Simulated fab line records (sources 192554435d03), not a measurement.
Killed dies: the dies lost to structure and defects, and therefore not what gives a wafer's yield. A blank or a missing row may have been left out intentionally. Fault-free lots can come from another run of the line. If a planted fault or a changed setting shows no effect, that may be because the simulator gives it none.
Struck lot and sound lot, side by side :: flow n5Finfet :: 39 steps out of a route of 1938
Sound: wafers L766.2, L766.3, L766.6. Struck: wafer L768.1 (left out: L768.6, a lot-mate that was not struck); the cause follows at the end.
Each step with rows lists, per side, the tool, then ch with its chambers, then its first start. Under that, the readings that differ: sound wafers :: struck wafers :: difference of the means :: sigmas: that difference in standard deviations of wafers without a fault.
alike: readings with means less than 2 such deviations apart, plus words and numbers identical on both sides. not compared: withheld readings, readings lacking a value on some wafer, bounds such as >300 that could conceal the same value, and numbers that have no deviation in the record and whose values overlap.
Wherever a step has rows on one side only, a row that says differs or no value, or a row with sigmas, the two part there. When numbers do not overlap yet have no deviation, they are printed without sigmas and do not part them. A reading missing from all wafers of one side parts the sides only when that side holds two or more wafers.

first, 9 steps without rows for these wafers: N5_HKMG_FIN_DESCUM_17 (chemistry O2, time 7.9 s); N5_HKMG_FIN_ETCH_31 (etches SiARC in CF4, target depth 45.5 nm, time 75.8 s); N5_HKMG_FIN_ETCH_32 (etches SOC in N2/H2, target depth 240 nm, time 300 s); N5_HKMG_FIN_STRIP_33 (strips in N2/H2); N5_HKMG_FIN_STRIP_34 (strips in CF4); N5_HKMG_FIN_ETCH_35 (etches SOC in N2/H2, target depth 215.8 nm, time 243.4 s); N5_HKMG_FIN_STRIP_92 (strips SOC in N2/H2, time 20 s); N5_HKMG_FIN_WET_ETCH_18 (etches TiN in SC1, time 55 s, target depth 5.2 nm, rinse time 30 s); N5_HKMG_FIN_STRIP_19 (strips in N2/H2, time 360 s).
N5_HKMG_FIN_ALD_91: deposits TiN, target thk 1 nm, pulse time 1 s, purge time 3 s.
  sound on aldMetal-04 ch 1,2, day 6 17:37; struck on aldMetal-02 ch 3, day 7 04:21
reading: aldCycles
sound: 47 47 47
struck: 36
difference: -11
sigmas: 
  alike: heaterPowerW, precursorPulseHeightRel
  not compared: sinceWetCleanH
then, 27 steps without rows for these wafers: N5_HKMG_FIN_COAT_85 (time 60 s, resist thk 300 nm); N5_HKMG_FIN_ETCH_86 (etches SOC in N2/H2, stops on TiN, target depth 393.2 nm); N5_HKMG_FIN_STRIP_89 (strips SOC in N2/H2, time 20 s); N5_HKMG_FIN_WET_ETCH_87 (etches TiN in SC1, time 154.2 s, target depth 4.7 nm, rinse time 30 s); N5_HKMG_FIN_STRIP_88 (strips in N2/H2, time 360 s); N5_HKMG_FIN_NWFM_ALD_20 (deposits TiAlC, target thk 2 nm, pulse time 3 s, purge time 2 s); N5_HKMG_FIN_ALD_71 (deposits TiN, target thk 1 nm, pulse time 1 s, purge time 3 s); N5_HKMG_FIN_COAT_66 (time 60 s, resist thk 300 nm); N5_HKMG_FIN_ETCH_67 (etches SOC in N2/H2, stops on TiN, target depth 388.9 nm); N5_HKMG_FIN_STRIP_90 (strips SOC in N2/H2, time 20 s); N5_HKMG_FIN_WET_ETCH_73 (etches the open film in SC1, time 42.3 s, target depth 1.3 nm, rinse time 30 s); N5_HKMG_FIN_ETCHBACK_68 (etches the open film in Cl2/Ar, stops on HfO2, target depth 0.5 nm); N5_HKMG_FIN_STRIP_69 (strips in N2/H2, time 360 s); N5_HKMG_FIN_ALD_21 (deposits TiN, target thk 1.5 nm, pulse time 1 s, purge time 3 s); N5_HKMG_FIN_ALD_72 (deposits W, target thk 2 nm, pulse time 1 s, purge time 2 s); N5_HKMG_FIN_W_FILL_22 (material W, target thk 60 nm, time 18.2 s); N5_HKMG_FIN_PRECLEAN_83 (cleans in DIW, time 57.5 s); N5_HKMG_FIN_SRD_84 (dry time 32 s); N5_HKMG_FIN_CMP_23 (polishes, stops on SiNx, t overpolish 10 s, target thk 46.326 nm); N5_HKMG_FIN_CMP_94 (polishes, stops on SiNx, t overpolish 4.7 s, target thk 43.299 nm); N5_GATE_CUT_ETCHBACK_00 (etches W in SF6/Cl2); N5_GATE_CUT_ETCH_56 (etches TiN in Cl2/Ar, target depth 21.6 nm); N5_GATE_CUT_ETCHBACK_30 (etches TiN in Cl2/Ar, target depth 3 nm); N5_GATE_CUT_VAPOR_ETCH_60 (etches HfO2 in BCl3/Cl2); N5_GATE_CUT_ETCH_58 (etches SiNx in CH3F/O2, target depth 17 nm, time 128.6 s); N5_GATE_CUT_STRIP_59 (strips in N2/H2, time 20 s); N5_GATE_CUT_PRECLEAN_31 (cleans in DIW, time 300 s).
-- record jumps: 6 days separate the struck wafers' starts on either side; left off in module GATE_CUT, taken up again in module BEOL_M4, whose first shown step is the route's number 1111 --
N5_BEOL_M4_RC_MEAS_101:
  sound on prober-01 ch 0, day 13 16:00; struck on prober-02 ch 0, day 13 09:08
reading: IOFF_N (nA/um)
sound: 0.14 0.17 0.15
struck: 0.28
difference: +0.13
sigmas: +3

reading: IOFF_N_85C (nA/um)
sound: 2.8 3.3 3.0
struck: 5.1
difference: +2.1
sigmas: +3

reading: IOFF_N_LIN (nA/um)
sound: 0.072 0.086 0.074
struck: 0.142
difference: +0.065
sigmas: +4

reading: IOFF_N_LONG (nA/um)
sound: 6.34e-05 6.29e-05 6.27e-05
struck: 0.0001169
difference: +0.0000539
sigmas: +22

reading: IOFF_P (nA/um)
sound: 0.21 0.24 0.22
struck: 0.11
difference: -0.11
sigmas: -2

reading: ION_N (uA/um)
sound: 671 689 670
struck: 708
difference: +31
sigmas: +2

reading: ION_P (uA/um)
sound: 462 477 463
struck: 440
difference: -27
sigmas: -3

reading: VT_N (mV)
sound: 249 244 250
struck: 225
difference: -23
sigmas: -6

reading: VT_N_LONG (mV)
sound: 270.2 271.1 270.8
struck: 249.6
difference: -21.1
sigmas: -11

reading: VT_N_LVT (mV)
sound: 98 94 97
struck: 73
difference: -23
sigmas: -6

reading: VT_P (mV)
sound: -247 -246 -248
struck: -265
difference: -18
sigmas: -5

reading: VT_P_LONG (mV)
sound: -273 -268 -270
struck: -288
difference: -18
sigmas: -6

reading: VT_P_LVT (mV)
sound: -97 -94 -95
struck: -110
difference: -15
sigmas: -5
  alike: DIBL_N, DIBL_P, SS_N, SS_P
-- the record jumps here: 6 days lie between the struck wafers' starts before and after (it left off in module BEOL_M4 and takes up again in module PASSIVATION, whose first step shown is number 1936 of the route) --
N5_PASSIVATION_PROBE_49:
  struck on prober-02, day 18 21:08; sound on prober-01, day 19 03:35
reading: killedAtFrontEnd
sound: 61 35 48
struck: 105
difference: +57
sigmas: +5

reading: killedShort
sound: 54 38 33
struck: 23
difference: -19
sigmas: -2

reading: sort_bin_4_leakage (%)
sound: 0 0 0
struck: 0.34
difference: +0.34
sigmas: +6

reading: sort_bin_8_speed (%)
sound: 0 0 0
struck: 4.4
difference: +4.4
sigmas: +10

reading: sortNPass
sound: 1035 1063 1055
struck: 958
difference: -93
sigmas: -5

reading: sortYieldPct (%)
sound: 87.7 90.1 89.4
struck: 81.2
difference: -7.9
sigmas: -5
  alike: defectLimitedYield, killed_at_M0_to_M3, killed_at_M4_up, killedAtContacts, killedAtOther, killedDies, killedOpen, sort_bin_5_function, sort_bin_6_memory

## WHERE THEY PART
First at N5_BEOL_M4_RC_MEAS_101; last, within this record, at N5_PASSIVATION_PROBE_49.

WHY: what had been put in by the simulator
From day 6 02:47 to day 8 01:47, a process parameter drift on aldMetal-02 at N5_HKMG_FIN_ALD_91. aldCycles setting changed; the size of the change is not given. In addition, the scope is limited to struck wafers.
